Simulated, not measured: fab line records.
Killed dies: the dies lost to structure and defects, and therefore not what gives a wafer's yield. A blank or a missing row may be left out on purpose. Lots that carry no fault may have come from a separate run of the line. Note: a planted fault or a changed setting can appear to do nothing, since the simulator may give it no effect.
Matching of chambers | flow n5 finfet | 4 sister chambers for N5_BEOL_M8_DESCUM_16 on rie diel-05
The step chemistry O2, time 7.9 s. 7 wafers are shown with their chamber, then 8 later ones without.

## EACH WAFER AND ITS CHAMBER
wafer  | chamber | drypump motor current A (A) | throttle valve pct (%)
L082.5 | 1       | 6.5                         | 20.02
L082.6 | 3       | 6.3                         | 20.24
L083.1 | 1       | 6.5                         | 20.04
L083.3 | 3       | 6.3                         | 20.26
L088.3 | 2       | 5.6                         | 20.72
L088.6 | 0       | 5.5                         | 20.54
L091.1 | 0       | 5.6                         | 20.57

## WAFERS WHOSE CHAMBER IS MISSING
wafer  | drypump motor current A (A) | throttle valve pct (%)
L091.5 | 5.6                         | 20.55
L091.6 | 5.6                         | 20.73
L093.2 | 6.5                         | 19.61
L093.4 | 6.2                         | 20.28
L093.5 | 6.5                         | 19.61
L095.1 | 6.2                         | 20.30
L095.4 | 5.6                         | 20.58
L095.5 | 5.6                         | 20.57

## THE CHAMBER EACH PASSED THROUGH
wafer  | from the rows above | in truth
L091.5 | 0                   | 0
L091.6 | 2                   | 2
L093.2 | 1                   | 1
L093.4 | 3                   | 3
L093.5 | 1                   | 1
L095.1 | 3                   | 3
L095.4 | 0                   | 0
L095.5 | 0                   | 0
Correctly placed: 8 of 8. Can't be placed from these rows: 0. Placed wrongly: 0.
How it was worked out, from the rows above alone: a wafer's distance from a chamber is the root of the sum, over the readings, of the square of ((its reading less the chamber's mean) divided by the reading's scatter). If the next closest chamber is less than 2 further off than the closest, the wafer can't be placed; otherwise it belongs to the closest. The mean given for a chamber averages the wafers shown for that chamber. The scatter: take each reading less its chamber's mean, square it, sum over the shown wafers, divide by the number of wafers less the number of chambers, and take the root.
